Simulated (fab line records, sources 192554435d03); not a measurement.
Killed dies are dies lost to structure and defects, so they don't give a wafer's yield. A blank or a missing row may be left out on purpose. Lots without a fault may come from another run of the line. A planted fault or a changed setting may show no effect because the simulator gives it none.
Chamber matching | flow n5_finfet | N5_FIN_SAQP_ALD_61 on ald_sin-01: 3 sister chambers
The step deposits SiO2, target thk 4 nm, pulse time 1 s, purge time 2 s. 18 wafers are shown with their chamber, then 7 later ones without.

WAFERS WITH THEIR CHAMBER
wafer  | chamber | heater_power_w (W) | precursor_pulse_height_rel
L078.1 | 2       | 363                | 0.989
L078.4 | 2       | 369                | 0.979
L078.6 | 1       | 536                | 1.019
L081.4 | 1       | 515                | 1.057
L081.5 | 0       | 514                | 1.017
L081.6 | 2       | 357                | 0.974
L084.1 | 0       | 492                | 0.984
L084.3 | 2       | 364                | 0.977
L084.4 | 2       | 363                | 1.030
L085.2 | 2       | 371                | 1.014
L085.3 | 0       | 506                | 1.002
L085.6 | 2       | 359                | 0.992
L086.2 | 2       | 360                | 0.983
L086.3 | 1       | 542                | 0.991
L086.6 | 0       | 491                | 1.008
L087.2 | 2       | 365                | 1.023
L087.4 | 1       | 525                | 1.020
L087.6 | 0       | 510                | 1.015

SIGNATURES (means of the wafers above)
reading                    | chamber 0 | chamber 1 | chamber 2 | scatter within a chamber
heater_power_w             | 502.60    | 529.50    | 363.44    | 8.31
precursor_pulse_height_rel | 1.00520   | 1.02175   | 0.99567   | 0.0208
Rule: a wafer's distance from a chamber is the root of the sum, over the readings, of the square of ((its reading less the chamber's mean) divided by the reading's scatter). The wafer belongs to the nearest chamber; if the next one is less than 2 further off, it can't be placed. The scatter: the root of (the sum of the squares of (reading less its chamber's mean) over the shown wafers, divided by (wafers less chambers)).

WAFERS WITHOUT THEIR CHAMBER
wafer  | heater_power_w (W) | precursor_pulse_height_rel
L089.1 | 536                | 0.989
L089.4 | 362                | 0.995
L089.6 | 536                | 1.008
L090.2 | 509                | 0.999
L090.6 | 504                | 1.000
L095.2 | 493                | 0.986
L095.6 | 366                | 1.029

WHICH CHAMBER EACH WENT THROUGH
wafer  | from the rows above     | in truth
L089.1 | 1                       | 1
L089.4 | 2                       | 2
L089.6 | 1                       | 1
L090.2 | can't be placed: 0 or 1 | 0
L090.6 | 0                       | 0
L095.2 | 0                       | 0
L095.6 | 2                       | 2
Placed correctly: 6 of 7. Can't be placed from these rows: 1 (the true chamber is among the candidates in 1). Placed wrongly: 0.
